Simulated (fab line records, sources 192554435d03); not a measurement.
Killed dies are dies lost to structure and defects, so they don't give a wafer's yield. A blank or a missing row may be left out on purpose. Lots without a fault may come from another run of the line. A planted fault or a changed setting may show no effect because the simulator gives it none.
Chamber matching | flow n5_finfet | N5_PMOS_HMC_CHANNEL_EPI_ETCH_32 on rie_diel-03: 4 sister chambers
The step etches BARC in N2/H2, stops on SiO2, target depth 85.8 nm, time 50.3 s. 14 wafers are shown with their chamber, then 7 later ones without.

WAFERS WITH THEIR CHAMBER
wafer  | chamber | drypump_motor_current_A (A) | throttle_valve_pct (%) | showerhead_plenum_p_Torr (Torr)
L077.1 | 0       | 5.9                         | 17.86                  | 2.56
L077.2 | 3       | 5.6                         | 17.90                  | 2.40
L077.4 | 2       | 5.0                         | 17.79                  | 2.57
L080.2 | 1       | 6.0                         | 17.92                  | 2.43
L080.3 | 2       | 5.0                         | 17.80                  | 2.56
L080.4 | 0       | 6.0                         | 17.87                  | 2.56
L088.1 | 0       | 5.9                         | 17.89                  | 2.55
L088.5 | 3       | 5.6                         | 17.55                  | 2.71
L088.6 | 0       | 5.9                         | 17.88                  | 2.55
L091.4 | 1       | 6.0                         | 17.93                  | 2.43
L091.5 | 1       | 6.0                         | 17.93                  | 2.43
L091.6 | 2       | 5.0                         | 17.83                  | 2.55
L092.1 | 0       | 5.9                         | 17.89                  | 2.55
L092.2 | 3       | 5.6                         | 17.58                  | 2.71

SIGNATURES (means of the wafers above)
reading                  | chamber 0 | chamber 1 | chamber 2 | chamber 3 | scatter within a chamber
drypump_motor_current_A  | 5.920     | 6.000     | 5.000     | 5.600     | 0.0283
throttle_valve_pct       | 17.8780   | 17.9267   | 17.8067   | 17.6767   | 0.0877
showerhead_plenum_p_Torr | 2.5540    | 2.4300    | 2.5600    | 2.6067    | 0.0802
Rule: a wafer's distance from a chamber is the root of the sum, over the readings, of the square of ((its reading less the chamber's mean) divided by the reading's scatter). The wafer belongs to the nearest chamber; if the next one is less than 2 further off, it can't be placed. The scatter: the root of (the sum of the squares of (reading less its chamber's mean) over the shown wafers, divided by (wafers less chambers)).

WAFERS WITHOUT THEIR CHAMBER
wafer  | drypump_motor_current_A (A) | throttle_valve_pct (%) | showerhead_plenum_p_Torr (Torr)
L092.4 | 6.0                         | 17.90                  | 2.43
L095.2 | 5.9                         | 17.91                  | 2.55
L095.4 | 5.7                         | 17.58                  | 2.71
L095.5 | 5.0                         | 17.84                  | 2.55
L097.1 | 5.0                         | 17.85                  | 2.55
L097.4 | 6.0                         | 17.94                  | 2.42
L097.6 | 5.6                         | 17.58                  | 2.70

WHICH CHAMBER EACH WENT THROUGH
wafer  | from the rows above | in truth
L092.4 | 1                   | 1
L095.2 | 0                   | 0
L095.4 | 3                   | 3
L095.5 | 2                   | 2
L097.1 | 2                   | 2
L097.4 | 1                   | 1
L097.6 | 3                   | 3
Placed correctly: 7 of 7. Can't be placed from these rows: 0. Placed wrongly: 0.
